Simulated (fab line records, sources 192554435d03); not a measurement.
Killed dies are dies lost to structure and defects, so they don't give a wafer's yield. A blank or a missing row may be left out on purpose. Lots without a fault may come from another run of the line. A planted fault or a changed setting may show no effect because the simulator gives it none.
fab line records | flow n5_finfet
record lots=7 wafers=21 last_day=19
route steps=1938 shown BEOL_M5@1133
lots that met no fault: from a run of the same line without faults
start_h: hours from the record's first day to the start of the lot's first wafer shown | wait_h: hours since the lot's step before | " the same as in the row above | L1.1+2: a row that stands for several wafers | - no value, or no start given | * or withheld: withheld | < > ~ a bound
route shown NAME@n: a module of which the file shows steps, and the number in the route of the first | usual: mean/standard deviation of fault-free wafers | same: alike in all rows | chamber/n: place in a boat | sites: the reading at each site | _std_site: their standard deviation | _edge_site: outer sites' mean less inner sites' | radius_mm: how far each site lies from the wafer's centre | mask NAME#n: copy n | behind: the tool/chamber that last shaped the wafer | hold: why the lot was held/for how many hours/how that ended | device: the transistor (n, p or np) that didn't switch | end of line: the same wafers' tests at the end of the route | a step without rows: its recipe alone | killed: dies lost to structure and defects at the first sort, not the wafer's yield | map: a wafer's dies, x killed, . not, _ none there
set.NAME: the setting as run; set.NAME@STEP: as run at that earlier step | model.NAME: the simulator's own value behind a step, which no gauge read
lots at some steps of the route; a table a step, a row a wafer
services: from which hour (start_h, from the record's first day; less than 0 if before it) a tool's chamber was out of use, for how many hours, and why
## steps
# step N5_BEOL_M5_STRIP_63
# recipe chemistry=N2/H2 temp_c=40 n2_flow_sccm=200 h2_flow_sccm=200 rf_frequency_hz=6e+07
# step N5_BEOL_M5_STRIP_73
# recipe chemistry=N2/H2 temp_c=40 n2_flow_sccm=200 h2_flow_sccm=200 rf_frequency_hz=6e+07
# step N5_BEOL_M5_STRIP_64
# recipe chemistry=CF4 resist=SiARC power_w=300 bias_power_w=75 pressure_mtorr=50 cf4_flow_sccm=150 rf_frequency_hz=6e+07
# usual drypump_motor_current_A=5.7/0.46 oes_product_au=0.78/0.086 rf_vpp_V=271.0/1.6 showerhead_plenum_p_Torr=1.79/0.06 throttle_valve_pct=13.62/0.28
# columns lot.wafer tool chamber start_h wait_h drypump_motor_current_A oes_product_au rf_hours_counter_h rf_vpp_V showerhead_plenum_p_Torr throttle_valve_pct
L540.2 rie_diel-06 1 229.61 0.0 5.6 0.68 225 272.6 1.85 14.07
L540.4 " 0 " " 5.2 0.91 23 270.0 1.76 13.31
L540.6 " 0 " " 5.2 0.90 - 270.8 1.76 13.30
L546.1 rie_diel-03 2 293.74 0.0 5.3 0.91 21 275.2 1.90 13.38
L546.5 " 3 " " 5.5 0.85 - 273.8 1.90 13.42
L546.6 " 0 " " 4.8 0.79 - 271.9 1.75 13.43
L549.1 rie_diel-06 0 300.35 0.0 5.2 0.87 42 270.1 1.76 13.34
L549.4 " 1 " " 5.6 0.68 243 270.5 1.85 14.09
L549.6 " 3 " " 5.5 0.68 - 268.6 1.77 13.93
L543.1 rie_diel-02 0 303.79 0.0 5.6 0.85 59 270.2 1.74 13.40
L543.2 " 1 " " 6.3 0.86 47 272.5 1.82 13.29
L543.6 " 2 " " 6.0 0.71 - 271.5 1.86 13.79
L553.1 rie_diel-06 3 332.35 0.0 5.4 0.66 240 271.2 1.77 13.97
L553.2 " 1 " " 5.6 0.67 249 273.2 1.84 14.11
L553.6 " 2 " " 6.4 0.72 - 270.7 1.71 13.53
L557.3 rie_diel-02 3 354.88 0.0 5.8 0.73 144 269.2 1.73 14.00
L557.4 " 1 " " 6.3 0.84 60 272.0 1.82 13.32
L557.6 " 2 " " 6.0 0.70 - 271.4 1.85 13.83
L555.1 rie_diel-06 0 355.08 0.0 5.2 0.85 55 269.8 1.75 13.37
L555.2 " 3 " " 5.5 0.66 246 268.9 1.77 13.98
L555.3 " 2 " " 6.5 0.71 202 269.0 1.71 13.55
# step N5_BEOL_M5_HM_OPEN_17
# recipe chemistry=Cl2/BCl3 target_depth_a=200 overetch_a=60 target=TiN mask_material=SOC ion_energy_ev=150 pressure_mtorr=10 icp_w=1000 bias_w=126 Cl2_flow_sccm=53.25 bcl3_flow_sccm=21.75 Ar_flow_sccm=25
# usual drypump_motor_current_A=5.95/0.12 oes_product_au=0.69/0.075 throttle_valve_pct=21.98/0.25
# columns lot.wafer tool chamber start_h wait_h drypump_motor_current_A oes_product_au rf_hours_counter_h throttle_valve_pct
L540.2 rie_metal-01 1 229.66 0.0 5.90 0.72 20 21.78
L540.4 " 1 " " 5.92 0.73 - 21.78
L540.6 " 0 " " 6.04 0.56 - 21.86
L546.1 rie_metal-03 1 293.78 0.0 5.95 0.75 15 21.85
L546.5 " 0 " " 5.78 0.77 - 22.34
L546.6 " 1 " " 5.95 0.75 - 21.86
L549.1 rie_metal-02 0 300.39 0.0 6.12 0.67 54 22.37
L549.4 " 1 " " 5.83 0.64 - 21.84
L549.6 " 1 " " 5.81 0.64 - 21.87
L543.1 rie_metal-02 0 303.83 0.0 6.14 0.66 54 22.40
L543.2 " 1 " " 5.83 0.63 48 21.87
L543.6 " 1 " " 5.79 0.64 - 21.87
L553.1 rie_metal-01 0 332.39 0.0 6.05 0.84 0 21.69
L553.2 " 1 " " 5.93 0.70 28 21.80
L553.6 " 1 " " 5.90 0.69 - 21.80
L557.3 rie_metal-01 1 354.95 0.1 5.92 0.69 - 21.81
L557.4 " 0 " " 6.04 0.81 - 21.72
L557.6 " 0 " " 6.03 0.81 - 21.73
L555.1 rie_metal-02 0 355.12 0.0 6.14 0.64 58 22.41
L555.2 " 1 " " 5.81 0.64 52 21.88
L555.3 " 0 " " 6.16 0.64 - 22.40
# step N5_BEOL_M5_STRIP_19
# recipe chemistry=O2 power_w=400 temp_c=40 pressure_mtorr=30 rf_frequency_hz=6e+07 bias_power_w=0 overash_fraction=0.2 o2_flow_sccm=225
# usual drypump_motor_current_A=5.7/0.44 oes_product_au=0.79/0.091 rf_vpp_V=3.6/0.47 showerhead_plenum_p_Torr=2.10/0.075 throttle_valve_pct=16.71/0.25
# same overash_fraction=0.2
# columns lot.wafer tool chamber start_h wait_h drypump_motor_current_A oes_product_au rf_hours_counter_h rf_vpp_V showerhead_plenum_p_Torr throttle_valve_pct
L540.2 rie_diel-06 1 229.77 0.1 5.6 0.70 225 3.3 2.17 17.14
L540.4 " 2 " " 6.5 0.73 172 3.7 2.01 16.56
L540.6 " 0 " " 5.2 0.92 - 3.2 2.06 16.47
L546.1 rie_diel-02 3 293.89 0.1 5.8 0.75 127 4.0 2.02 17.04
L546.5 " 0 " " 5.6 0.86 - 3.9 2.05 16.64
L546.6 " 1 " " 6.3 0.87 - 2.7 2.13 16.42
L549.1 rie_diel-02 2 300.50 0.1 6.0 0.72 202 3.4 2.18 16.88
L549.4 " 0 " " 5.6 0.85 58 3.1 2.05 16.61
L549.6 " 2 " " 6.0 0.71 - 3.6 2.18 16.88
L543.1 rie_diel-02 1 303.94 0.1 6.3 0.86 47 3.4 2.13 16.43
L543.2 " 0 " " 5.7 0.86 59 3.7 2.05 16.63
L543.6 " 0 " " 5.6 0.86 - 3.2 2.05 16.61
L553.1 rie_diel-06 3 332.50 0.1 5.5 0.68 240 3.4 2.06 16.98
L553.2 " 0 " " 5.2 0.88 49 2.9 2.05 16.50
L553.6 " 2 " " 6.4 0.72 - 2.6 2.00 16.62
L557.3 rie_diel-06 3 355.10 0.1 5.5 0.68 246 4.2 2.05 16.98
L557.4 " 3 " " 5.4 0.67 - 3.5 2.05 16.98
L557.6 " 2 " " 6.5 0.72 - 4.0 2.00 16.63
L555.1 rie_diel-03 3 355.23 0.1 5.5 0.84 69 3.3 2.22 16.56
L555.2 " 2 " " 5.3 0.90 36 3.4 2.23 16.59
L555.3 " 0 " " 4.8 0.78 96 4.3 2.03 16.54
# step N5_BEOL_M5_CD_MEAS_18
# recipe pitch_nm=56 target_cd_nm=28
# usual cd_nm=27.99/0.28
# columns lot.wafer tool chamber start_h wait_h cd_nm
L540.2 cd_sem-03 - 229.84 0.1 28.25
L540.4 " - " " 27.77
L540.6 " - " " 28.12
L546.1 cd_sem-03 - 293.96 0.0 28.03
L546.5 " - " " 27.71
L546.6 " - " " 27.65
L549.1 cd_sem-01 - 300.57 0.0 28.52
L549.4 " - " " 28.03
L549.6 " - " " 28.20
L543.1 cd_sem-03 - 304.02 0.1 28.46
L543.2 " - " " 28.30
L543.6 " - " " 28.21
L553.1 cd_sem-01 - 332.57 0.0 27.96
L553.2 " - " " 28.60
L553.6 " - " " 28.01
L557.3 cd_sem-03 - 355.17 0.1 28.07
L557.4 " - " " 28.12
L557.6 " - " " 28.15
L555.1 cd_sem-03 - 355.30 0.0 28.17
L555.2 " - " " 28.16
L555.3 " - " " 28.28
# step N5_BEOL_M5_COAT_65
# recipe resist=SOC temp_c=250 time_s=60 spin_rpm=1500 resist_thk_nm=60
# step N5_BEOL_M5_COAT_66
# recipe resist=SiARC temp_c=220 time_s=60 spin_rpm=1500 resist_thk_nm=12
# step N5_BEOL_M5_COAT_74
# recipe resist=underlayer temp_c=205 time_s=60 spin_rpm=1500 resist_thk_nm=5
# step N5_BEOL_M5_COAT_22
# recipe resist=CAR-EUV spin_rpm=1500 resist_thk_nm=30
# step N5_BEOL_M5_EBR_24
# recipe solvent=PGMEA ebr_width_mm=1.5
# step N5_BEOL_M5_SOFTBAKE_23
# recipe temp_c=110 time_s=60 resist=CAR-EUV
# step N5_BEOL_M5_EXPOSE_25
# recipe mask_id=V4 na=0.33 source_shape=quasar sigma_inner=0.2 sigma_outer=0.6 polarization=unpolarized defocus_nm=10 dose_mj=52.75
# usual dipole_opening_deg=60/0 exposure_dose_mJ_cm2=53.2/0.54
# columns lot.wafer tool chamber start_h wait_h mask dipole_opening_deg exposure_dose_mJ_cm2
L540.2 euv_scanner-02 0 231.63 - V4#0 60 52.7
L540.4 " 0 " " V4#0 60 52.7
L540.6 " 0 " " V4#0 60 52.7
L546.1 euv_scanner-02 - 295.25 - V4#0 - -
L546.5 " - " " V4#0 - -
L546.6 " - " " V4#0 - -
L549.1 euv_scanner-01 - 302.07 - V4#0 - -
L549.4 " - " " V4#0 - -
L549.6 " - " " V4#0 - -
L543.1 euv_scanner-02 - 306.56 - V4#0 - -
L543.2 " - " " V4#0 - -
L543.6 " - " " V4#0 - -
L553.1 euv_scanner-01 0 333.16 - V4#0 60 53.6
L553.2 " 0 " " V4#0 60 53.6
L553.6 " 0 " " V4#0 60 53.7
L557.3 euv_scanner-01 0 355.36 - V4#0 60 53.7
L557.4 " 0 " " V4#0 60 53.6
L557.6 " 0 " " V4#0 60 53.7
L555.1 euv_scanner-02 0 355.64 - V4#0 60 52.6
L555.2 " 0 " " V4#0 60 52.6
L555.3 " 0 " " V4#0 60 52.6
# step N5_BEOL_M5_PEB_26
# recipe peb_temp_c=100 peb_time_s=60 resist=CAR-EUV
## services
# columns tool chamber start_h hours kind
euv_scanner-01 - 206.84 1.0 pm
rie_metal-02 0 207.82 1.5 repair
rie_diel-02 2 214.00 6.4 repair
euv_scanner-02 0 218.70 - calibration
rie_diel-02 1 219.30 40.8 repair
euv_scanner-01 0 225.48 - calibration
euv_scanner-02 - 225.83 1.0 pm
rie_metal-01 - 239.29 14.6 pm
rie_metal-03 0 249.06 38.5 repair
euv_scanner-02 - 251.58 4.6 pm
rie_diel-06 3 252.54 2.8 repair
euv_scanner-01 - 255.27 1.5 repair
rie_diel-03 1 260.48 6.6 repair
euv_scanner-01 - 262.99 1.0 pm
euv_scanner-01 - 267.59 5.8 pm
euv_scanner-02 - 281.98 1.0 pm
rie_metal-01 0 283.97 2.3 repair
rie_metal-01 0 308.48 - clean
rie_metal-01 0 308.48 14.4 scheduled_down
rie_metal-01 0 308.48 14.4 vent_cycle
rie_diel-03 3 318.68 3.2 repair
euv_scanner-01 - 319.14 1.0 pm
rie_diel-06 3 326.10 3.0 repair
euv_scanner-02 - 338.13 1.0 pm
## key
first_sign step=N5_BEOL_M5_EXPOSE_25 reading=tool_record direction=missing
effect none on later readings
met_at N5_BEOL_M5_EXPOSE_25
struck_wafers L543.1,L543.2,L543.6,L546.1,L546.5,L546.6,L549.1,L549.4,L549.6
later_rows_left_out L543.1,L543.2,L543.6,L546.1,L546.5,L546.6,L549.1,L549.4,L549.6
sort_left_out L543.1,L543.2,L543.6,L546.1,L546.5,L546.6,L549.1,L549.4,L549.6
onset_between 231.63 295.25
fault kind=skipped_step_whole tool=euv_scanner-01,euv_scanner-02 chamber=- onset_h=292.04 steps=N5_BEOL_M5_EXPOSE_25 scope=struck_lots_only
# sort_left_out: the simulated sort isn't trusted on such a fault, so these wafers' sort isn't shown, and their yield isn't known
# later_rows_left_out: the simulator's readings of these wafers behind a module that went badly wrong aren't trusted and aren't shown, but for the sort
